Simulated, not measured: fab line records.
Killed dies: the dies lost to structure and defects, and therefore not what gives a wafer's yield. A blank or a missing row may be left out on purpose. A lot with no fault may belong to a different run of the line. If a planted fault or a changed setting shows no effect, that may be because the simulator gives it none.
fab line records    flow n5Finfet
[record] lots = 7  wafers = 39
route steps=1938 shown FIN_SAQP@102 DUMMY_GATE@237 HKMG_FIN@438
startH: start of the lot's first displayed wafer, in hours after the record's first day    waitH: time in hours since the lot's previous step    " identical to the entry in the row above    L1.1+2: a row that stands for several wafers    - no value, or no start was given    * or withheld: withheld    < > ~ a bound
route shown NAME@n: a module of which the file shows steps, and the number in the route of the first    usual: mean and standard deviation over wafers with no fault    same: alike in all rows    chamber/n: place in a boat    sites: the reading at each site    _std_site: standard deviation of those values    _edge_site: outer sites' mean less inner sites'    radiusMm: how far each site lies from the wafer's centre    mask NAME#n: copy n    behind: tool/chamber where the wafer was last shaped    hold: reason for holding the lot/hours on hold/outcome of the hold    device: the n, p or np transistor that did not switch    end of line: tests run on the same wafers once the route is complete    step lacking rows: just its recipe    killed: count of dies lost to structure and defects at first sort (not the wafer's yield)    map: shows each die of a wafer: x if killed, . if not, _ if none is there
set.NAME: the setting as run; set.NAME@STEP: as run at that earlier step    model.NAME: the simulator's own value behind a step, which no gauge read
lots whose settings were changed on purpose; a table a step, a row a wafer
[[steps]]
[step N5_FIN_SAQP_HM_DEP_72]
[recipe] material = SiO2  targetThkA = 120  tempC = 400  precursor = SiH4/N2O  pressureTorr = 0.75  rfW = 275  timeS = 7.2
lot.wafer  tool      chamber  startH  waitH  set.timeS  model.SiO2_of_FIN_SAQP_HM_DEP_72.thkNm
L075.1     pecvd-03  0        27.51   0.0    7.2        12.04
L075.2     "         2        "       "      7.2        11.96
L075.3     "         1        "       "      6.429      10.75
L075.4     "         1        "       "      6.429      10.71
L075.5     "         2        "       "      7.2        12.19
L075.6     "         0        "       "      6.429      10.89
L076.1     pecvd-04  1        32.92   0.0    7.2        11.83
L076.2     "         0        "       "      7.2        11.48
L076.3     "         2        "       "      7.2        11.97
L076.4     "         2        "       "      7.2        11.84
L076.5     "         0        "       "      7.2        12.02
L076.6     "         1        "       "      7.2        11.89
L079.3     pecvd-03  1        51.39   0.0    7.2        11.98
L079.4     "         1        "       "      7.2        12.22
L079.6     "         0        "       "      7.2        12.03
L084.1     pecvd-04  0        81.23   0.0    7.2        11.76
L084.2     "         2        "       "      7.2        11.64
L084.3     "         1        "       "      6.667      10.9
L084.4     "         2        "       "      6.667      11.03
L084.5     "         0        "       "      6.667      10.86
L084.6     "         1        "       "      7.2        11.92
L094.1     pecvd-04  2        141.84  0.0    7.2        11.58
L094.2     "         1        "       "      6.488      10.48
L094.3     "         0        "       "      6.488      10.34
L094.4     "         0        "       "      6.488      10.46
L094.5     "         2        "       "      7.2        11.61
L094.6     "         1        "       "      7.2        11.81
L095.1     pecvd-03  2        147.16  0.0    7.2        11.98
L095.2     "         0        "       "      7.2        11.9
L095.3     "         1        "       "      7.93       13.11
L095.4     "         0        "       "      7.93       13.32
L095.5     "         2        "       "      7.2        12.28
L095.6     "         1        "       "      7.93       13.1
L097.1     pecvd-04  1        159.74  0.0    8.275      13.53
L097.2     "         2        "       "      7.2        11.79
L097.3     "         2        "       "      7.2        11.73
L097.4     "         1        "       "      7.2        12.13
L097.5     "         1        "       "      8.275      13.72
L097.6     "         2        "       "      8.275      13.84
[step N5_FIN_SAQP_COAT_49]
[recipe] resist = SOC  tempC = 250  timeS = 60  spinRpm = 1500  resistThkNm = 100
[step N5_FIN_SAQP_COAT_50]
[recipe] resist = SiARC  tempC = 220  timeS = 60  spinRpm = 1500  resistThkNm = 35
[step N5_FIN_SAQP_ETCH_52]
[recipe] chemistry = N2/H2  target = SOC  targetDepthA = 1000  overetchA = 200  maskMaterial = SiARC  tempC = 40  timeS = 150  ionEnergyEv = 200  pressureMtorr = 30  sourceW = 840  biasW = 150  n2FlowSccm = 200  h2FlowSccm = 200  ends = endPoint
[step N5_FIN_SAQP_STRIP_53]
[recipe] chemistry = N2/H2  tempC = 40  n2FlowSccm = 200  h2FlowSccm = 200  rfFrequencyHz = 6e+07
[step N5_FIN_SAQP_HM_OPEN_73]
[recipe] chemistry = CHF3/O2  target = SiO2  stopOn = a-Si  targetDepthA = 120  overEtchFrac = 1.8  maskMaterial = SOC  timeS = 16.8  pressureMtorr = 30  sourceW = 650  biasW = 170  Ar_flow_sccm = 200  CHF3_flow_sccm = 50  O2_flow_sccm = 5  ionEnergyEv = 200  ends = endPoint
lot.wafer  tool        chamber  startH  waitH  set.timeS@FIN_SAQP_HM_DEP_72  model.etch.depthNm
L075.1     rieDiel-06  2        28.13   0.0    7.2                           12.04
L075.2     "           3        "       "      7.2                           11.96
L075.3     "           1        "       "      6.429                         10.75
L075.4     "           2        "       "      6.429                         10.71
L075.5     "           3        "       "      7.2                           12.19
L075.6     "           1        "       "      6.429                         10.89
L076.1     rieDiel-05  3        33.66   0.0    7.2                           11.83
L076.2     "           2        "       "      7.2                           11.48
L076.3     "           0        "       "      7.2                           11.97
L076.4     "           2        "       "      7.2                           11.84
L076.5     "           3        "       "      7.2                           12.02
L076.6     "           0        "       "      7.2                           11.89
L079.3     rieDiel-06  0        52.13   0.0    7.2                           11.98
L079.4     "           0        "       "      7.2                           12.22
L079.6     "           3        "       "      7.2                           12.03
L084.1     rieDiel-04  3        82.45   0.0    7.2                           11.76
L084.2     "           1        "       "      7.2                           11.64
L084.3     "           0        "       "      6.667                         10.9
L084.4     "           2        "       "      6.667                         11.03
L084.5     "           1        "       "      6.667                         10.86
L084.6     "           0        "       "      7.2                           11.92
L094.1     rieDiel-06  1        142.58  0.0    7.2                           11.58
L094.2     "           2        "       "      6.488                         10.48
L094.3     "           3        "       "      6.488                         10.34
L094.4     "           0        "       "      6.488                         10.46
L094.5     "           0        "       "      7.2                           11.61
L094.6     "           3        "       "      7.2                           11.81
L095.1     rieDiel-04  3        147.79  0.0    7.2                           11.98
L095.2     "           0        "       "      7.2                           11.9
L095.3     "           2        "       "      7.93                          13.11
L095.4     "           3        "       "      7.93                          13.32
L095.5     "           2        "       "      7.2                           12.28
L095.6     "           0        "       "      7.93                          13.1
L097.1     rieDiel-06  1        160.66  0.0    8.275                         13.53
L097.2     "           2        "       "      7.2                           11.79
L097.3     "           3        "       "      7.2                           11.73
L097.4     "           0        "       "      7.2                           12.13
L097.5     "           3        "       "      8.275                         13.72
L097.6     "           2        "       "      8.275                         13.84
[step N5_DUMMY_GATE_ETCH_37]
[recipe] chemistry = N2/H2  target = SOC  targetDepthA = 600  overetchA = 300  tempC = 40  ionEnergyEv = 200  pressureMtorr = 30  sourceW = 840  biasW = 150  n2FlowSccm = 200  h2FlowSccm = 200
[usual] rfVppV = 524.0/2.5
lot.wafer  tool        chamber  startH  waitH  set.sourceW  rfVppV
L075.1     rieDiel-01  1        52.70   0.0    840          523.8
L075.2     "           2        "       "      840          525.8
L075.3     "           0        "       "      840          524.7
L075.4     "           3        "       "      840          521.3
L075.5     "           0        "       "      840          524.7
L075.6     "           1        "       "      840          524.7
L076.1     rieDiel-01  0        62.38   0.0    840          524.2
L076.2     "           2        "       "      840          528.6
L076.3     "           3        "       "      840          520.0
L076.4     "           0        "       "      840          525.2
L076.5     "           3        "       "      840          523.0
L076.6     "           2        "       "      840          526.3
L079.3     rieDiel-01  3        79.28   0.0    840          520.7
L079.4     "           1        "       "      840          525.1
L079.6     "           2        "       "      840          528.0
L084.1     rieDiel-02  0        108.28  0.0    920.2        506.9
L084.2     "           1        "       "      840          526.1
L084.3     "           2        "       "      920.2        508.5
L084.4     "           2        "       "      840          523.3
L084.5     "           0        "       "      920.2        505.0
L084.6     "           1        "       "      840          527.3
L094.1     rieDiel-01  2        169.44  0.0    840          526.8
L094.2     "           1        "       "      840          522.0
L094.3     "           3        "       "      932.4        503.2
L094.4     "           0        "       "      932.4        505.0
L094.5     "           0        "       "      840          524.9
L094.6     "           3        "       "      932.4        502.6
L095.1     rieDiel-01  0        172.77  0.0    840          523.3
L095.2     "           3        "       "      690.5        555.3
L095.3     "           1        "       "      840          524.8
L095.4     "           2        "       "      690.5        561.7
L095.5     "           0        "       "      690.5        558.5
L095.6     "           1        "       "      840          524.2
L097.1     rieDiel-02  3        186.18  0.0    840          528.8
L097.2     "           1        "       "      840          528.5
L097.3     "           2        "       "      840          522.6
L097.4     "           0        "       "      840          523.4
L097.5     "           0        "       "      840          521.8
L097.6     "           1        "       "      840          527.5
[step N5_HKMG_FIN_ETCH_35]
[recipe] chemistry = N2/H2  target = SOC  targetDepthA = 2158  ionEnergyEv = 65  biasW = 5  sourceW = 3000  timeS = 243.4  pressureMtorr = 30  n2FlowSccm = 200  h2FlowSccm = 200
[usual] rfVppV = 141.9/1
lot.wafer  tool        chamber  startH  waitH  set.biasW  rfVppV
L075.1     rieDiel-05  1        83.65   0.0    5          143.2
L075.2     "           2        "       "      4.466      132.4
L075.3     "           3        "       "      4.466      131.0
L075.4     "           0        "       "      4.466      132.9
L075.5     "           3        "       "      5          141.1
L075.6     "           2        "       "      5          141.4
L076.1     rieDiel-04  3        91.50   0.0    5.339      149.6
L076.2     "           0        "       "      5.339      148.1
L076.3     "           1        "       "      5          141.9
L076.4     "           2        "       "      5.339      148.4
L076.5     "           3        "       "      5          143.8
L076.6     "           2        "       "      5          141.1
L079.3     rieDiel-05  3        111.51  0.0    5          141.9
L079.4     "           2        "       "      5          140.7
L079.6     "           3        "       "      5          140.0
L084.1     rieDiel-06  2        137.61  0.0    5          140.9
L084.2     "           0        "       "      5          141.4
L084.3     "           1        "       "      5          140.3
L084.4     "           3        "       "      5          142.3
L084.5     "           2        "       "      5          143.2
L084.6     "           3        "       "      5          142.5
L094.1     rieDiel-05  2        198.82  0.0    5          142.1
L094.2     "           1        "       "      5.307      148.4
L094.3     "           0        "       "      5          140.8
L094.4     "           1        "       "      5.307      147.3
L094.5     "           2        "       "      5          142.1
L094.6     "           0        "       "      5.307      147.2
L095.1     rieDiel-04  2        204.09  0.0    5          141.1
L095.2     "           1        "       "      5          142.7
L095.3     "           0        "       "      5          141.0
L095.4     "           3        "       "      5          142.6
L095.5     "           3        "       "      5          143.8
L095.6     "           0        "       "      5          142.4
L097.1     rieDiel-05  0        217.61  0.0    5          141.4
L097.2     "           2        "       "      5          141.3
L097.3     "           3        "       "      5          139.3
L097.4     "           1        "       "      5          142.8
L097.5     "           1        "       "      5          142.3
L097.6     "           0        "       "      5          141.7
[[key]]
[split] step = N5_FIN_SAQP_HM_DEP_72  setting = timeS  stated = 7.2  by = wafer
[response] step = N5_FIN_SAQP_HM_DEP_72  reading = model.SiO2_of_FIN_SAQP_HM_DEP_72.thkNm  change = +0.119  per = 1%  r = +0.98
[response] step = N5_FIN_SAQP_HM_OPEN_73  reading = model.etch.depthNm  change = +0.119  per = 1%  r = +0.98
[split] step = N5_DUMMY_GATE_ETCH_37  setting = sourceW  stated = 840  by = wafer
[response] step = N5_DUMMY_GATE_ETCH_37  reading = rfVppV  change = -1.93  per = 1%  r = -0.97
[split] step = N5_HKMG_FIN_ETCH_35  setting = biasW  stated = 5  by = wafer
[response] step = N5_HKMG_FIN_ETCH_35  reading = rfVppV  change = +0.936  per = 1%  r = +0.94
